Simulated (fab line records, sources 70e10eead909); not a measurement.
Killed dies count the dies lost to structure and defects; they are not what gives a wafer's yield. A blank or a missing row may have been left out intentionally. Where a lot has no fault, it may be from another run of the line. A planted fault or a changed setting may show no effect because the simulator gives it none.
Matching of chambers    flow nand_harc    rie_diel-03 running NHARC_P_GATE_DESCUM_31: 4 sister chambers
The step chemistry O2, time 3 s. 18 wafers are shown with their chamber, then 9 later ones without.

## WAFERS, EACH WITH ITS CHAMBER
wafer   chamber  drypump_motor_current_A (A)  oes_product_au (a.u.)  rf_vpp_V (V)
L550.3  0        5.8                          0.996                  57.5
L550.5  3        6.5                          1.004                  57.2
L550.6  0        5.8                          0.995                  56.6
L551.3  0        5.9                          0.995                  58.6
L551.5  3        6.5                          1.002                  56.8
L551.6  0        5.9                          0.983                  58.2
L552.1  1        5.4                          0.989                  58.1
L552.2  3        6.5                          0.997                  57.0
L552.5  2        5.8                          1.007                  57.8
L553.1  0        5.8                          0.997                  58.2
L553.2  2        5.8                          1.016                  58.4
L553.3  3        6.5                          0.998                  58.1
L555.3  0        5.8                          0.988                  57.8
L555.4  3        6.6                          1.000                  56.5
L555.5  3        6.5                          1.007                  58.4
L556.2  1        5.4                          1.012                  58.7
L556.3  2        5.8                          1.024                  58.6
L556.5  1        5.3                          1.010                  58.6

SIGNATURES (averages over the wafers above)
reading                  chamber 0  chamber 1  chamber 2  chamber 3  scatter within a chamber
drypump_motor_current_A  5.833      5.367      5.800      6.517      0.045
oes_product_au           0.99233    1.00367    1.01567    1.00133    0.00705
rf_vpp_V                 57.817     58.467     58.267     57.333     0.648
Rule: distance of a wafer from a chamber = root of the sum over the readings of ((wafer's reading minus chamber's mean) / reading's scatter) squared. The wafer belongs to the nearest chamber; if the next one is less than 2 further off, it can't be placed. The scatter: take each reading less its chamber's mean, square it, sum over the shown wafers, divide by the number of wafers less the number of chambers, and take the root.

## WAFERS MISSING THEIR CHAMBER
wafer   drypump_motor_current_A (A)  oes_product_au (a.u.)  rf_vpp_V (V)
L561.1  6.5                          0.998                  58.6
L561.3  5.4                          1.013                  57.8
L561.5  6.5                          1.000                  57.2
L566.2  5.8                          0.994                  57.7
L566.4  5.8                          1.011                  58.8
L566.5  5.4                          1.006                  58.4
L567.2  5.8                          1.000                  57.4
L567.3  6.5                          1.000                  58.3
L567.5  6.5                          1.005                  58.4

## EACH ONE'S CHAMBER
wafer   from the rows above      in truth
L561.1  3                        3
L561.3  1                        1
L561.5  3                        3
L566.2  0                        0
L566.4  2                        2
L566.5  1                        1
L567.2  can't be placed: 0 or 2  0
L567.3  3                        3
L567.5  3                        3
8 of 9 placed correctly. Unplaceable from these rows: 1, with the true chamber sitting among the candidates in 1. Wrongly placed: 0.
